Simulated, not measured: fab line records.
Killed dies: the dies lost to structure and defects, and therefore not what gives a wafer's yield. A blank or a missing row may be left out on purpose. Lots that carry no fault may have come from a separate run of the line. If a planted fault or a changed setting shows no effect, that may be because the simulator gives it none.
Matching of chambers | flow nandHarc | NHARC_P_GATE_ALD_36 on aldSin-01: 4 sister chambers
The step deposits SiNx, target thk 20 nm, pulse time 60 s, ald cycles 223. 18 wafers are shown with their chamber, then 9 later ones without.

## EACH WAFER AND ITS CHAMBER
wafer  | chamber | heaterPowerW (W) | precursorPulseHeightRel
L075.3 | 3       | 834              | 1.012
L075.2 | 0       | 827              | 0.984
L075.4 | 2       | 841              | 0.973
L078.3 | 3       | 834              | 0.978
L078.6 | 2       | 825              | 1.002
L078.5 | 3       | 834              | 0.980
L080.2 | 1       | 965              | 1.000
L080.1 | 2       | 814              | 1.010
L080.6 | 1       | 973              | 1.009
L083.2 | 2       | 819              | 1.006
L083.6 | 0       | 806              | 0.982
L083.5 | 1       | 941              | 0.972
L086.3 | 3       | 808              | 0.984
L086.5 | 1       | 941              | 0.986
L086.4 | 0       | 808              | 0.994
L090.3 | 1       | 947              | 0.975
L090.1 | 2       | 792              | 0.991
L090.5 | 0       | 781              | 1.004

SIGNATURES (averages over the wafers above)
reading                 | chamber 0 | chamber 1 | chamber 2 | chamber 3 | scatter within a chamber
heaterPowerW            | 805.50    | 953.40    | 818.20    | 827.50    | 16.3
precursorPulseHeightRel | 0.99100   | 0.98840   | 0.99640   | 0.98850   | 0.0145
Rule: a wafer's distance from a chamber is the root of the sum, over the readings, of the square of ((its reading less the chamber's mean) divided by the reading's scatter). The wafer belongs to the nearest chamber; if the next one is less than 2 further off, it can't be placed. How the scatter is found: for the shown wafers, subtract from each reading the mean of its chamber, square and add these, divide the total by (wafers less chambers), then take the root.

## WAFERS WITHOUT THEIR CHAMBER
wafer  | heaterPowerW (W) | precursorPulseHeightRel
L091.4 | 800              | 0.966
L091.2 | 757              | 0.996
L091.3 | 948              | 1.015
L094.1 | 783              | 0.967
L094.4 | 810              | 1.022
L094.6 | 783              | 1.023
L097.3 | 808              | 0.968
L097.2 | 781              | 0.992
L097.5 | 968              | 1.015

## THE CHAMBER EACH PASSED THROUGH
wafer  | from the rows above          | in truth
L091.4 | can't be placed: 0 or 3 or 2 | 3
L091.2 | can't be placed: 0 or 2 or 3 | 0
L091.3 | 1                            | 1
L094.1 | can't be placed: 0 or 2 or 3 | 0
L094.4 | can't be placed: 2 or 0 or 3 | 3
L094.6 | can't be placed: 0 or 2 or 3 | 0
L097.3 | can't be placed: 0 or 3 or 2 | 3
L097.2 | can't be placed: 0 or 2 or 3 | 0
L097.5 | 1                            | 1
Correct placement for 2 of the 9. Unplaceable from these rows: 7, with the true chamber sitting among the candidates in 7. Wrongly placed: 0.
